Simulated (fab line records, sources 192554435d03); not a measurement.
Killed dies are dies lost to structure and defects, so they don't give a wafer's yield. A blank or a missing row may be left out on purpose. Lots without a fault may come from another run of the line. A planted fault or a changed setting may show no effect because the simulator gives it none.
Problem report in the 8D (eight disciplines) form, filled by code | flow n5_finfet | the parts of the form that need people (team, actions taken, sign-off) are left out

1. THE PROBLEM
temp_c at N5_PASSIVATION_STRIP_48 reads a mean of 61.34 C on 6 wafers of 2 lots; wafers without a fault read 60.00 C with a standard deviation of 0.13. That is +10 standard deviations from the usual mean.
The step: strips in O2.
First seen on wafer L782.1, day 16 01:57, on rie_diel-01. The record holds 30 wafers of 10 lots with a number at this step. Rule for "out", or "out of limits": more than 4 standard deviations from the usual mean. The other wafers with a number count as sound.

2. WHAT IT IS AND WHAT IT IS NOT
question                    | is                     | is not
which readings at this step | temp_c                 | chamber_pressure_mTorr, drypump_motor_current_A, oes_product_au, rf_vpp_V, showerhead_plenum_p_Torr, throttle_valve_pct
which lots                  | L782, L788             | L773, L774, L775, L780, L781, L783, L784, L795
which wafers of those lots  | all that have a number | -
read on which tools         | rie_diel-01            | rie_diel-05, rie_diel-06
when                        | from day 16 01:57      | up to then (21 sound wafers); but 3 sound wafers of L795 came after

3. SUSPECTS, AND WHAT RULES EACH OUT
Counting: a tool at a process step up to the reading stays a suspect if it ran every lot that is out and no sound lot after the first of them.
- rie_diel-01 at N5_PASSIVATION_STRIP_48 (strips in O2): kept. It ran every lot that is out, first L782 (day 16 01:57), and no sound lot after that; its last sound lot up to then is L783 (day 15 19:20). Its own readings are out on those wafers: temp_c.
Left after counting: rie_diel-01 at N5_PASSIVATION_STRIP_48.

4. THE CAUSE (what the simulator had put in)
Process parameter drift: rie_diel-01, from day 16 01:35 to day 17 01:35, at N5_PASSIVATION_STRIP_48. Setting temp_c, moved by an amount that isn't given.
Counting left only this tool.

5. THE CHAIN OF EFFECTS, in route order
Each row: a reading whose mean over the struck wafers that have a number lies more than 3 standard deviations from the usual. Only readings for which the record gives a usual standard deviation are gone through. hours: the time from each lot's start at the first step in this table that gives one to its start at this step, as a median over the lots. sigmas: the change in usual standard deviations.
hours | step                    | reading | usual   | on struck wafers | change | sigmas
0     | N5_PASSIVATION_STRIP_48 | temp_c  | 60.00 C | 61.34            | +1.34  | +10
The process steps in it:
- N5_PASSIVATION_STRIP_48: strips in O2.

6. WHAT WOULD HAVE CAUGHT IT SOONER
In this record the first reading out of limits was taken at day 16 01:57, 0 hours after the fault began at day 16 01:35.
